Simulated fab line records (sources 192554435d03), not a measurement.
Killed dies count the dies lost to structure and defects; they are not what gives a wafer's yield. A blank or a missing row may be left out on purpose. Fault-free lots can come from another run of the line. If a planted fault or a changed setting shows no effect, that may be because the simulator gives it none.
fab line records	flow n5-finfet	part 1 of 2: steps 1 to 4 of 6
record: lots: 24	wafers: 72	last-day: 19
route steps=1938 shown SD_EPI_P@322 ILD0@335 SDB@360 DUMMY_REMOVAL@378
lots untouched by any fault: they come from a run of this same line in which no faults occurred
start-h: start of the lot's first displayed wafer, in hours after the record's first day	wait-h: how many hours have passed since the lot's step before this one	" unchanged from the row above	L1.1+2: one row covering several wafers at once	- no value, or no start given	* or withheld: withheld	< > ~ a bound
route shown NAME@n: a module of which the file shows steps, and the number in the route of the first	usual: mean/standard deviation of fault-free wafers	same: alike in all rows	chamber/n: place in a boat	sites: per-site readings	_std_site: standard deviation of those values	_edge_site: inner sites' mean taken away from outer sites' mean	radius-mm: how far each site lies from the wafer's centre	mask NAME#n: copy n	behind: tool/chamber where the wafer was last shaped	hold: why the lot went on hold/how many hours it stayed there/how the hold came to an end	device: the n, p or np transistor that did not switch	end of line: at the end of the route, the tests of the same wafers	a step without rows: its recipe alone	killed: at the first sort, the dies lost to defects and structure; wafer yield is something else	map: the dies of a wafer, with x for killed, . for not killed, _ for no die there
set.NAME: the setting as run; set.NAME@STEP: as run at that earlier step	model.NAME: the simulator's own value behind a step, which no gauge read
the route's steps for a sample of lots (tables are steps, rows are wafers)
services: from which hour (start-h, from the record's first day; less than 0 if before it) a tool's chamber was out of use, for how many hours, and why
== steps ==
step: N5_SD_EPI_P_EPI_MEAS_23
recipe: mode: xrd
usual: thk-nm: 60.9/1.1
lot.wafer	tool	chamber	start-h	wait-h	thk-nm
L074.2	film-metro-01	-	62.69	1.5	59.0
L074.3	"	-	"	"	61.3
L074.6	"	-	"	"	59.6
L075.2	film-metro-01	-	66.28	2.6	60.2
L075.3	"	-	"	"	62.2
L075.5	"	-	"	"	60.4
L076.1	film-metro-01	-	73.44	1.8	60.8
L076.4	"	-	"	"	59.9
L076.5	"	-	"	"	60.4
L077.3	film-metro-01	-	79.49	1.1	61.1
L077.5	"	-	"	"	60.1
L077.6	"	-	"	"	60.4
L078.1	film-metro-01	-	88.65	1.8	60.3
L078.2	"	-	"	"	59.0
L078.3	"	-	"	"	60.4
L079.2	film-metro-01	-	90.41	1.5	60.9
L079.4	"	-	"	"	64.2
L079.6	"	-	"	"	62.3
L081.2	film-metro-02	-	97.74	1.5	61.2
L081.3	"	-	"	"	59.8
L081.5	"	-	"	"	61.2
L080.1	film-metro-02	-	102.77	2.5	61.8
L080.2	"	-	"	"	60.8
L080.6	"	-	"	"	61.1
L082.4	film-metro-02	-	109.73	1.3	59.9
L082.5	"	-	"	"	60.6
L082.6	"	-	"	"	62.5
L083.2	film-metro-02	-	115.59	1.5	60.9
L083.3	"	-	"	"	58.9
L083.5	"	-	"	"	62.1
L084.1	film-metro-01	-	119.51	1.8	62.4
L084.4	"	-	"	"	62.2
L084.6	"	-	"	"	60.5
L085.2	film-metro-01	-	125.03	1.5	61.1
L085.3	"	-	"	"	62.3
L085.6	"	-	"	"	60.9
L086.2	film-metro-01	-	129.96	1.5	58.9
L086.3	"	-	"	"	60.2
L086.4	"	-	"	"	60.9
L087.1	film-metro-02	-	138.35	1.8	60.2
L087.2	"	-	"	"	60.6
L087.6	"	-	"	"	59.4
L088.2	film-metro-01	-	144.46	2.0	59.8
L088.5	"	-	"	"	60.3
L088.6	"	-	"	"	60.5
L089.2	film-metro-02	-	147.30	1.5	61.0
L089.4	"	-	"	"	61.1
L089.5	"	-	"	"	58.6
L090.2	film-metro-02	-	154.33	1.5	60.7
L090.3	"	-	"	"	60.4
L090.4	"	-	"	"	59.3
L091.3	film-metro-02	-	163.44	1.5	60.8
L091.4	"	-	"	"	61.1
L091.6	"	-	"	"	61.7
L092.4	film-metro-02	-	170.35	0.8	59.6
L092.5	"	-	"	"	60.8
L092.6	"	-	"	"	60.5
L093.1	film-metro-01	-	172.24	1.8	63.5
L093.2	"	-	"	"	62.8
L093.4	"	-	"	"	61.5
L094.1	film-metro-01	-	179.62	1.8	61.7
L094.2	"	-	"	"	61.1
L094.3	"	-	"	"	61.5
L095.1	film-metro-01	-	183.78	1.8	60.6
L095.4	"	-	"	"	60.0
L095.5	"	-	"	"	61.0
L096.3	film-metro-02	-	194.26	1.1	61.2
L096.5	"	-	"	"	59.6
L096.6	"	-	"	"	60.3
L097.1	film-metro-01	-	197.96	1.8	61.5
L097.5	"	-	"	"	61.8
L097.6	"	-	"	"	61.0
step: N5_ILD0_LINER_00
recipe: material: SiNx	target-thk-a: 40	temp-c: 400	ald-precursor-family: SiH2I2	ald-co-reactant: N2/H2-plasma	pulse-time-s: 1	purge-time-s: 2	co-reactant-purge-time-s: 2	ald-cycles: 80	pressure-torr: 2
usual: heater-power-w: 857/95	precursor-pulse-height-rel: 1.000/0.018	susceptor-temp-C: 400.05/0.22
same: ald-cycles: 80	co-reactant-purge-time-s: 2
lot.wafer	tool	chamber	start-h	wait-h	heater-power-w	precursor-pulse-height-rel	susceptor-temp-C
L074.2	ald-sin-01	0	63.67	0.0	978	0.996	400.42
L074.3	"	2	"	"	822	0.995	399.67
L074.6	"	0	"	"	962	1.012	400.56
L075.2	ald-sin-04	0	67.28	0.0	740	0.989	400.09
L075.3	"	1	"	"	776	1.028	400.11
L075.5	"	1	"	"	765	1.027	400.25
L076.1	ald-sin-03	0	74.41	0.0	803	0.997	400.06
L076.4	"	3	"	"	750	0.987	399.43
L076.5	"	1	"	"	1044	0.996	400.50
L077.3	ald-sin-03	2	80.54	0.1	827	0.983	400.20
L077.5	"	2	"	"	839	0.990	400.14
L077.6	"	1	"	"	1010	0.988	399.92
L078.1	ald-sin-03	1	90.29	0.7	966	0.975	399.92
L078.2	"	3	"	"	730	0.997	400.17
L078.3	"	2	"	"	844	0.995	399.90
L079.2	ald-sin-03	1	94.21	0.1	1000	0.994	399.91
L079.4	"	0	"	"	814	1.015	400.20
L079.6	"	2	"	"	801	0.993	400.17
L081.2	ald-sin-03	1	99.02	0.0	992	1.016	400.11
L081.3	"	3	"	"	751	0.995	399.95
L081.5	"	3	"	"	757	1.021	400.23
L080.1	ald-sin-01	3	104.32	0.5	969	0.990	400.37
L080.2	"	0	"	"	913	0.992	399.82
L080.6	"	3	"	"	989	0.985	400.30
L082.4	ald-sin-04	2	110.73	0.1	790	0.994	399.83
L082.5	"	3	"	"	970	1.012	400.15
L082.6	"	2	"	"	799	0.993	400.27
L083.2	ald-sin-03	0	116.56	0.0	817	1.002	400.29
L083.3	"	1	"	"	994	1.020	399.71
L083.5	"	0	"	"	821	1.003	400.04
L084.1	ald-sin-03	2	120.72	0.3	814	0.948	399.84
L084.4	"	1	"	"	1007	0.996	399.70
L084.6	"	3	"	"	742	1.011	399.65
L085.2	ald-sin-03	0	126.00	0.0	827	1.027	399.91
L085.3	"	2	"	"	836	1.007	400.07
L085.6	"	2	"	"	795	1.008	400.28
L086.2	ald-sin-04	0	131.85	0.9	724	0.980	400.03
L086.3	"	2	"	"	783	1.024	399.60
L086.4	"	3	"	"	984	0.964	400.05
L087.1	ald-sin-04	3	139.32	0.0	985	0.995	400.06
L087.2	"	1	"	"	760	0.980	399.90
L087.6	"	2	"	"	808	1.006	399.82
L088.2	ald-sin-04	2	145.42	0.0	810	1.002	400.19
L088.5	"	3	"	"	947	1.011	399.70
L088.6	"	2	"	"	765	1.010	400.08
L089.2	ald-sin-03	1	148.27	0.0	1012	1.005	399.88
L089.4	"	2	"	"	816	0.994	400.40
L089.5	"	3	"	"	749	0.977	399.98
L090.2	ald-sin-04	0	155.29	0.0	713	0.965	399.98
L090.3	"	1	"	"	761	0.983	400.29
L090.4	"	3	"	"	960	0.978	399.83
L091.3	ald-sin-03	3	164.56	0.0	749	1.020	399.75
L091.4	"	1	"	"	1026	0.978	400.19
L091.6	"	1	"	"	988	1.014	400.40
L092.4	ald-sin-01	2	171.31	0.0	868	0.994	399.98
L092.5	"	2	"	"	831	0.993	399.61
L092.6	"	1	"	"	900	1.012	400.13
L093.1	ald-sin-03	0	173.46	0.0	813	1.010	400.21
L093.2	"	3	"	"	746	1.002	399.65
L093.4	"	1	"	"	1006	0.960	400.05
L094.1	ald-sin-01	3	182.38	0.8	988	1.000	400.04
L094.2	"	1	"	"	885	0.949	400.17
L094.3	"	2	"	"	862	0.974	399.95
L095.1	ald-sin-01	0	185.86	0.0	912	0.964	400.25
L095.4	"	2	"	"	856	0.989	400.02
L095.5	"	0	"	"	974	0.998	400.25
L096.3	ald-sin-01	2	195.82	0.3	836	1.023	399.92
L096.5	"	3	"	"	1006	0.983	400.04
L096.6	"	2	"	"	850	0.950	400.14
L097.1	ald-sin-03	1	199.37	0.3	1000	0.996	399.97
L097.5	"	2	"	"	815	1.023	399.72
L097.6	"	1	"	"	1032	0.968	399.68
step: N5_SDB_ETCH_17
recipe: chemistry: CF4	target: SiARC	target-depth-a: 234	mask-material: CAR-ArF	time-s: 39	ion-energy-ev: 80	pressure-mtorr: 40	source-w: 545	bias-w: 36	Ar_flow_sccm: 100	cf4-flow-sccm: 100	ends: cleared
usual: drypump-motor-current-A: 5.73/0.24	etch-rf-on-time-s: 39.1/0.69	oes-product-au: 0.69/0.079	rf-vpp-V: 184.4/1.1	showerhead-plenum-p-Torr: 2.18/0.069	throttle-valve-pct: 15.53/0.26
lot.wafer	tool	chamber	start-h	wait-h	drypump-motor-current-A	etch-rf-on-time-s	oes-product-au	rf-hours-counter-h	rf-vpp-V	showerhead-plenum-p-Torr	throttle-valve-pct
L074.2	rie-diel-05	0	70.64	0.0	5.55	38.9	0.71	73	184.5	2.16	15.22
L074.3	"	3	"	"	5.86	39.3	0.60	213	183.5	2.14	15.89
L074.6	"	3	"	"	5.87	39.9	0.60	-	183.5	2.14	15.91
L075.2	rie-diel-04	3	74.17	0.0	6.02	38.4	0.82	7	186.0	2.28	15.46
L075.3	"	2	"	"	5.46	39.1	0.61	182	182.2	2.04	15.97
L075.5	"	2	"	"	5.46	39.4	0.61	-	184.2	2.04	15.97
L076.1	rie-diel-05	2	81.57	0.0	6.13	39.0	0.76	34	184.8	2.17	15.61
L076.4	"	1	"	"	5.81	39.9	0.58	238	183.8	2.20	15.55
L076.5	"	1	"	"	5.79	39.1	0.59	-	184.4	2.20	15.54
L077.3	rie-diel-06	0	87.64	0.0	5.59	38.9	0.77	20	185.7	2.27	15.54
L077.5	"	0	"	"	5.61	39.2	0.76	-	185.8	2.27	15.55
L077.6	"	1	"	"	5.59	38.3	0.76	-	183.3	2.11	15.35
L078.1	rie-diel-05	1	97.26	0.0	5.81	39.1	0.58	244	184.4	2.20	15.54
L078.2	"	2	"	"	6.14	38.7	0.76	40	184.0	2.16	15.62
L078.3	"	3	"	"	5.83	39.5	0.59	222	183.7	2.14	15.92
L079.2	rie-diel-05	2	101.39	0.0	6.14	39.2	0.74	41	185.1	2.16	15.61
L079.4	"	0	"	"	5.57	39.3	0.70	84	184.2	2.16	15.27
L079.6	"	3	"	"	5.85	39.4	0.59	-	184.5	2.14	15.89
L081.2	rie-diel-04	0	107.15	0.0	5.43	40.0	0.59	204	182.5	2.14	15.61
L081.3	"	1	"	"	6.04	39.6	0.58	238	186.5	2.18	15.86
L081.5	"	2	"	"	5.44	39.2	0.60	-	182.2	2.04	15.98
L080.1	rie-diel-06	0	111.18	0.0	5.58	39.6	0.75	29	185.0	2.27	15.57
L080.2	"	2	"	"	5.76	39.0	0.78	15	185.3	2.28	15.19
L080.6	"	1	"	"	5.59	38.5	0.75	-	182.6	2.11	15.37
L082.4	rie-diel-06	1	117.64	0.0	5.61	38.5	0.75	56	183.7	2.11	15.37
L082.5	"	0	"	"	5.59	39.3	0.75	-	185.8	2.27	15.57
L082.6	"	1	"	"	5.62	38.7	0.74	-	185.9	2.10	15.37
L083.2	rie-diel-05	3	124.73	0.0	5.93	39.6	0.59	233	183.8	2.13	15.91
L083.3	"	2	"	"	6.13	39.3	0.73	51	183.7	2.16	15.64
L083.5	"	3	"	"	5.94	40.1	0.58	-	183.9	2.13	15.92
L084.1	rie-diel-05	2	127.63	0.0	6.15	39.5	0.73	52	184.4	2.16	15.62
L084.4	"	3	"	"	5.91	39.6	0.59	-	184.7	2.13	15.93
L084.6	"	0	"	"	5.59	39.1	0.68	-	183.6	2.16	15.28
L085.2	rie-diel-05	0	133.04	0.0	5.58	39.3	0.67	98	184.2	2.16	15.27
L085.3	"	2	"	"	6.14	40.1	0.72	55	183.3	2.16	15.65
L085.6	"	0	"	"	5.57	39.3	0.68	-	184.2	2.16	15.29
L086.2	rie-diel-05	0	138.57	0.0	5.56	39.3	0.68	100	184.2	2.15	15.30
L086.3	"	2	"	"	6.12	39.2	0.73	57	183.5	2.16	15.65
L086.4	"	2	"	"	6.12	39.3	0.72	-	182.8	2.16	15.65
L087.1	rie-diel-05	1	146.52	0.0	5.83	38.8	0.83	3	184.5	2.19	15.08
L087.2	"	0	"	"	5.55	38.8	0.69	103	183.2	2.15	15.28
L087.6	"	1	"	"	5.82	38.9	0.84	-	183.7	2.19	15.06
L088.2	rie-diel-05	1	152.24	0.0	5.80	39.1	0.82	4	185.4	2.19	15.09
L088.5	"	1	"	"	5.82	39.4	0.82	-	183.8	2.19	15.07
L088.6	"	2	"	"	6.14	39.9	0.71	-	184.1	2.16	15.65
L089.2	rie-diel-06	2	155.05	0.0	5.77	38.6	0.75	31	184.0	2.28	15.22
L089.4	"	3	"	"	5.25	37.8	0.60	244	185.7	2.20	15.56
L089.5	"	0	"	"	5.58	38.5	0.74	-	184.1	2.27	15.58
L090.2	rie-diel-06	0	162.27	0.0	5.59	38.7	0.73	47	185.6	2.27	15.58
L090.3	"	2	"	"	5.76	38.5	0.76	35	185.5	2.28	15.23
L090.4	"	3	"	"	5.25	38.0	0.60	247	182.9	2.20	15.55
L091.3	rie-diel-04	3	171.41	0.0	6.02	39.0	0.75	43	184.7	2.27	15.54
L091.4	"	2	"	"	5.46	39.2	0.59	219	181.7	2.03	16.02
L091.6	"	3	"	"	6.03	38.5	0.75	-	186.4	2.27	15.53
L092.4	rie-diel-04	2	178.28	0.0	5.46	39.4	0.58	220	184.1	2.03	16.05
L092.5	"	0	"	"	5.45	40.5	0.56	-	183.5	2.13	15.65
L092.6	"	1	"	"	6.00	38.2	0.82	-	184.0	2.17	15.39
L093.1	rie-diel-06	2	180.53	0.0	5.74	38.7	0.74	40	184.4	2.27	15.24
L093.2	"	0	"	"	5.58	38.8	0.72	53	186.7	2.26	15.62
L093.4	"	1	"	"	5.61	38.1	0.72	-	183.8	2.10	15.41
L094.1	rie-diel-06	1	189.42	0.0	5.63	37.9	0.72	83	183.5	2.10	15.43
L094.2	"	0	"	"	5.58	38.6	0.73	57	186.1	2.26	15.63
L094.3	"	2	"	"	5.76	38.3	0.75	44	184.9	2.27	15.23
L095.1	rie-diel-06	2	192.75	0.0	5.73	38.6	0.74	45	184.2	2.27	15.24
L095.4	"	1	"	"	5.63	38.2	0.72	-	182.6	2.10	15.42
L095.5	"	0	"	"	5.59	38.9	0.72	-	184.2	2.26	15.63
L096.3	rie-diel-04	2	203.19	0.0	5.45	39.1	0.58	227	182.9	2.03	16.04
L096.5	"	3	"	"	6.00	38.3	0.74	-	185.9	2.27	15.55
L096.6	"	0	"	"	5.43	40.9	0.56	-	183.6	2.12	15.68
L097.1	rie-diel-06	3	206.57	0.0	5.28	37.9	0.86	3	184.7	2.20	15.07
L097.5	"	3	"	"	5.28	38.2	0.86	-	185.0	2.20	15.06
L097.6	"	2	"	"	5.72	38.2	0.74	-	187.0	2.27	15.25
step: N5_SDB_ETCH_18
recipe: chemistry: N2/H2	target: SOC	target-depth-a: 1000	overetch-a: 200	mask-material: SiARC	temp-c: 40	time-s: 150	ion-energy-ev: 200	pressure-mtorr: 30	source-w: 840	bias-w: 150	n2-flow-sccm: 200	h2-flow-sccm: 200
usual: drypump-motor-current-A: 5.74/0.25	oes-product-au: 0.73/0.078	rf-vpp-V: 525.0/2.4	showerhead-plenum-p-Torr: 2.58/0.087	throttle-valve-pct: 17.8/0.31
lot.wafer	tool	chamber	start-h	wait-h	drypump-motor-current-A	oes-product-au	rf-hours-counter-h	rf-vpp-V	showerhead-plenum-p-Torr	throttle-valve-pct
L074.2	rie-diel-05	0	70.68	0.0	5.56	0.73	73	525.3	2.57	17.4
L074.3	"	3	"	"	5.94	0.64	213	522.1	2.52	18.2
L074.6	"	3	"	"	5.89	0.64	-	522.9	2.52	18.2
L075.2	rie-diel-04	3	74.21	0.0	6.03	0.85	7	527.4	2.73	17.7
L075.3	"	2	"	"	5.48	0.64	182	520.2	2.44	18.3
L075.5	"	2	"	"	5.46	0.64	-	521.9	2.43	18.3
L076.1	rie-diel-05	2	81.61	0.0	6.15	0.80	34	525.2	2.60	17.9
L076.4	"	1	"	"	5.82	0.62	238	525.2	2.61	17.6
L076.5	"	1	"	"	5.82	0.62	-	525.8	2.61	17.6
L077.3	rie-diel-06	0	87.68	0.0	5.56	0.80	20	528.9	2.72	17.8
L077.5	"	0	"	"	5.59	0.80	-	528.5	2.72	17.8
L077.6	"	1	"	"	5.63	0.79	-	523.3	2.49	17.7
L078.1	rie-diel-05	1	97.29	0.0	5.82	0.62	244	525.2	2.60	17.6
L078.2	"	2	"	"	6.14	0.78	40	525.7	2.59	17.9
L078.3	"	3	"	"	5.87	0.63	222	524.2	2.52	18.2
L079.2	rie-diel-05	2	101.42	0.0	6.13	0.78	41	526.7	2.59	17.9
L079.4	"	0	"	"	5.55	0.73	84	523.9	2.56	17.4
L079.6	"	3	"	"	5.90	0.64	-	522.0	2.52	18.2
L081.2	rie-diel-04	0	107.18	0.0	5.42	0.63	204	524.7	2.52	17.8
L081.3	"	1	"	"	6.06	0.60	238	525.1	2.61	18.1
L081.5	"	2	"	"	5.45	0.64	-	521.5	2.43	18.3
L080.1	rie-diel-06	0	111.22	0.0	5.60	0.80	29	528.3	2.72	17.8
L080.2	"	2	"	"	5.77	0.82	15	527.2	2.70	17.3
L080.6	"	1	"	"	5.61	0.77	-	523.6	2.49	17.7
L082.4	rie-diel-06	1	117.68	0.0	5.62	0.76	56	523.5	2.49	17.7
L082.5	"	0	"	"	5.61	0.79	-	528.8	2.72	17.8
L082.6	"	1	"	"	5.63	0.77	-	522.9	2.49	17.7
L083.2	rie-diel-05	3	124.76	0.0	5.87	0.62	233	521.4	2.52	18.2
L083.3	"	2	"	"	6.16	0.78	51	526.2	2.59	17.9
L083.5	"	3	"	"	5.90	0.63	-	523.1	2.52	18.2
L084.1	rie-diel-05	2	127.67	0.0	6.14	0.77	52	526.3	2.59	18.0
L084.4	"	3	"	"	5.92	0.62	-	523.0	2.52	18.2
L084.6	"	0	"	"	5.56	0.71	-	525.0	2.56	17.5
L085.2	rie-diel-05	0	133.08	0.0	5.57	0.71	98	523.7	2.56	17.5
L085.3	"	2	"	"	6.17	0.77	55	522.9	2.59	17.9
L085.6	"	0	"	"	5.57	0.71	-	525.7	2.56	17.5
L086.2	rie-diel-05	0	138.61	0.0	5.57	0.71	100	524.9	2.56	17.5
L086.3	"	2	"	"	6.13	0.77	57	525.1	2.59	18.0
L086.4	"	2	"	"	6.13	0.77	-	525.1	2.59	18.0
L087.1	rie-diel-05	1	146.55	0.0	5.83	0.87	3	524.9	2.60	17.2
L087.2	"	0	"	"	5.60	0.72	103	526.5	2.56	17.5
L087.6	"	1	"	"	5.82	0.87	-	526.5	2.60	17.2
L088.2	rie-diel-05	1	152.27	0.0	5.81	0.86	4	525.5	2.60	17.2
L088.5	"	1	"	"	5.83	0.86	-	524.9	2.60	17.2
L088.6	"	2	"	"	6.14	0.76	-	524.1	2.58	18.0
L089.2	rie-diel-06	2	155.08	0.0	5.76	0.80	31	528.8	2.70	17.3
L089.4	"	3	"	"	5.25	0.62	244	526.1	2.60	17.8
L089.5	"	0	"	"	5.59	0.76	-	527.9	2.71	17.9
L090.2	rie-diel-06	0	162.30	0.0	5.59	0.76	47	527.9	2.71	17.9
L090.3	"	2	"	"	5.78	0.79	35	529.0	2.69	17.3
L090.4	"	3	"	"	5.26	0.62	247	525.5	2.60	17.8
L091.3	rie-diel-04	3	171.45	0.0	6.05	0.78	43	528.1	2.71	17.8
L091.4	"	2	"	"	5.47	0.62	219	519.6	2.42	18.4
L091.6	"	3	"	"	6.04	0.78	-	528.0	2.71	17.8
L092.4	rie-diel-04	2	178.31	0.0	5.45	0.62	220	521.4	2.42	18.4
L092.5	"	0	"	"	5.40	0.62	-	522.8	2.51	17.9
L092.6	"	1	"	"	6.05	0.85	-	526.2	2.60	17.6
L093.1	rie-diel-06	2	180.57	0.0	5.75	0.78	40	527.8	2.69	17.3
L093.2	"	0	"	"	5.54	0.76	53	527.5	2.71	17.9
L093.4	"	1	"	"	5.59	0.74	-	521.9	2.48	17.7
L094.1	rie-diel-06	1	189.45	0.0	5.59	0.75	83	521.6	2.47	17.8
L094.2	"	0	"	"	5.58	0.75	57	527.0	2.70	17.9
L094.3	"	2	"	"	5.77	0.78	44	526.5	2.69	17.3
L095.1	rie-diel-06	2	192.79	0.0	5.77	0.77	45	527.4	2.69	17.3
L095.4	"	1	"	"	5.63	0.74	-	524.2	2.47	17.7
L095.5	"	0	"	"	5.60	0.75	-	526.7	2.70	17.9
L096.3	rie-diel-04	2	203.22	0.0	5.44	0.62	227	520.3	2.42	18.4
L096.5	"	3	"	"	6.05	0.77	-	526.3	2.71	17.8
L096.6	"	0	"	"	5.43	0.62	-	521.2	2.50	17.9
L097.1	rie-diel-06	3	206.61	0.0	5.28	0.88	3	524.5	2.60	17.3
L097.5	"	3	"	"	5.28	0.88	-	526.8	2.60	17.3
L097.6	"	2	"	"	5.76	0.77	-	528.1	2.69	17.3
